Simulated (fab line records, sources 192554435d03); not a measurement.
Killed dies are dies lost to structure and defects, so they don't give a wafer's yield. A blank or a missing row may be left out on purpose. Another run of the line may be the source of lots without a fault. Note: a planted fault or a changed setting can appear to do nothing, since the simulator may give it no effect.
Chamber matching + flow n5 finfet + N5_BEOL_M13_VIA_ETCH_16 on rie diel-02 has 4 sister chambers
The step etches SiOC in C4F8/O2/Ar, target depth 921.7 nm. 4 wafers are shown with their chamber, then 7 later ones without.

## EACH WAFER AND ITS CHAMBER
| wafer  | chamber | drypump motor current A (A) |
|--------|---------|-----------------------------|
| L083.1 | 2       | 5.2                         |
| L086.5 | 0       | 6.3                         |
| L089.1 | 3       | 5.4                         |
| L089.2 | 1       | 5.8                         |

## WAFERS WITH NO CHAMBER GIVEN
| wafer  | drypump motor current A (A) |
|--------|-----------------------------|
| L089.5 | 5.8                         |
| L095.1 | 5.3                         |
| L095.3 | 5.2                         |
| L095.6 | 5.3                         |
| L097.1 | 5.3                         |
| L097.3 | 5.8                         |
| L097.6 | 5.2                         |

## WHICH CHAMBER EACH WENT THROUGH
| wafer  | from the rows above     | in truth |
|--------|-------------------------|----------|
| L089.5 | 1                       | 1        |
| L095.1 | can't be placed: 2 or 3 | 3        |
| L095.3 | 2                       | 2        |
| L095.6 | can't be placed: 2 or 3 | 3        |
| L097.1 | can't be placed: 2 or 3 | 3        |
| L097.3 | 1                       | 1        |
| L097.6 | 2                       | 2        |
Placed correctly: 4 of 7. Unplaceable from these rows: 3, with the true chamber sitting among the candidates in 3. 0 placed wrongly.
How it was worked out, from the rows above alone: a wafer's distance from a chamber is the root of the sum, over the readings, of the square of ((its reading less the chamber's mean) divided by the reading's scatter). The wafer belongs to the nearest chamber; if the next one is less than 2 further off, it can't be placed. Each chamber's mean is taken over the wafers shown for it. The scatter (one wafer shown for each chamber): square how far every hidden wafer sits from the nearest shown wafer, average those squares and take the square root.
